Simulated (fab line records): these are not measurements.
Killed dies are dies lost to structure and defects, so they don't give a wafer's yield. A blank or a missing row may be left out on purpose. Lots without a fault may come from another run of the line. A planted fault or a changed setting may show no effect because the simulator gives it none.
Split-lot trial + flow n5_finfet + 21 wafers read from 7 lots, route of 1938 steps

== THE SPLIT ==
At N5_BEOL_M14_PEB_26 (peb time 90 s), the setting peb_temp_c was moved away from the recipe's 130 C on 8 of the 21 wafers read, by -1.8% to +2.8%. For the rest of the wafers, this setting stayed at what the recipe calls for.

== FROM THE SPLIT TO THE READING: what the file shows between them, 2 steps ==
- N5_BEOL_M14_DEVELOP_27: develop time 45 s
- N5_BEOL_M14_HARDBAKE_32: time 120 s

== THE READING ==
Shown in nm: cd_nm at N5_BEOL_M14_CD_MEAS_28, with target cd 284.4 nm. A value of 284.0 nm with a standard deviation of 1.9 nm is what fault-free wafers of this fab line usually give.

| wafer  | tool, chamber at the split | peb_temp_c as run, C | against the recipe | cd_nm, nm | against lot-mates on the recipe |
|--------|----------------------------|----------------------|--------------------|-----------|---------------------------------|
| L077.4 | litho_track-05, 0          | 130                  | recipe             | 286.5     | -                               |
| L077.5 | litho_track-05, 0          | 130                  | recipe             | 283.9     | -                               |
| L077.6 | litho_track-05, 0          | 130                  | recipe             | 285.1     | -                               |
| L084.1 | litho_track-02, 0          | 130                  | recipe             | 285.8     | -                               |
| L084.5 | litho_track-02, 0          | 133.6                | +2.8%              | 295.1     | +9.3                            |
| L084.6 | litho_track-02, 0          | 133.6                | +2.8%              | 293.9     | +8.1                            |
| L087.1 | litho_track-05, 0          | 130                  | recipe             | 279.8     | -                               |
| L087.3 | litho_track-05, 0          | 127.7                | -1.8%              | 273.7     | -6.1                            |
| L087.5 | litho_track-05, 0          | 127.7                | -1.8%              | 271.4     | -8.4                            |
| L085.1 | litho_track-03, 0          | 130                  | recipe             | 283.1     | -                               |
| L085.3 | litho_track-03, 0          | 130                  | recipe             | 284.0     | -                               |
| L085.6 | litho_track-03, 0          | 130                  | recipe             | 282.9     | -                               |
| L091.1 | litho_track-05, 0          | 130                  | recipe             | 287.0     | -                               |
| L091.2 | litho_track-05, 0          | 130                  | recipe             | 286.0     | -                               |
| L091.4 | litho_track-05, 0          | 130                  | recipe             | 285.9     | -                               |
| L093.2 | litho_track-03, 0          | 132.5                | +1.9%              | 295.5     | +10.6                           |
| L093.3 | litho_track-03, 0          | 130                  | recipe             | 284.9     | -                               |
| L093.4 | litho_track-03, 0          | 132.5                | +1.9%              | 292.8     | +7.9                            |
| L090.1 | litho_track-05, 0          | 130                  | recipe             | 282.9     | -                               |
| L090.2 | litho_track-05, 0          | 128.8                | -0.9%              | 280.6     | -2.3                            |
| L090.3 | litho_track-05, 0          | 128.8                | -0.9%              | 281.8     | -1.1                            |

THE FIT
A straight line over all 21 wafers: cd_nm changes by +4.65 nm for each +1% of peb_temp_c; r = +0.93; the points scatter about the line by 2.2 nm.
The same after taking each lot's own level away (the mean of its wafers on the recipe; 21 wafers): +3.65 nm for each +1%; r = +0.96; scatter 1.3 nm.
According to that fit, moving peb_temp_c by its largest amount changes the reading by 10 nm.
The span of the lots' own levels, 279.80 to 286.30 nm, comes to 3.4 times the standard deviation stated above.
In other words, the slope is changed by the lot-to-lot level; the two fits disagree.
Check: with one of the wafers moved furthest among these (+2.8%) left out of the fit, the line predicts +10.6 nm for it against its lot-mates. It came out at +9.3 nm against them.

== THE WHOLE CHAIN: every reading that the file lists as answering this split, in the file's order ==
| step                   | what it does                                               | reading                                                         | change (the file's fit)              | r (the file's) |
|------------------------|------------------------------------------------------------|-----------------------------------------------------------------|--------------------------------------|----------------|
| N5_BEOL_M14_CD_MEAS_28 | target cd 284.4 nm                                         | cd_nm                                                           | +3.66 nm for each +1% of the setting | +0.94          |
| N5_BEOL_M14_DESCUM_33  | chemistry O2, time 7.9 s                                   | BEOL_M14.cd_nm (the simulator's own value, which no gauge read) | +3.71 nm for each +1% of the setting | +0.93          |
| N5_BEOL_M14_ETCH_67    | etches SiARC in CF4, target depth 143 nm, time 238.3 s     | BEOL_M14.cd_nm (the simulator's own value, which no gauge read) | +3.61 nm for each +1% of the setting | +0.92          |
| N5_BEOL_M14_ETCH_68    | etches SOC in N2/H2, time 450 s                            | BEOL_M14.cd_nm (the simulator's own value, which no gauge read) | +4.35 nm for each +1% of the setting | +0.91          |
| N5_BEOL_M14_ETCH_38    | etches SiCN in CF4/N2, target depth 106.5 nm, time 120.6 s | BEOL_M14.cd_nm (the simulator's own value, which no gauge read) | +4.37 nm for each +1% of the setting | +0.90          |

== THE FILE'S OWN FIT ==
cd_nm changes by +3.66 nm for each +1% of peb_temp_c, r = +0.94.
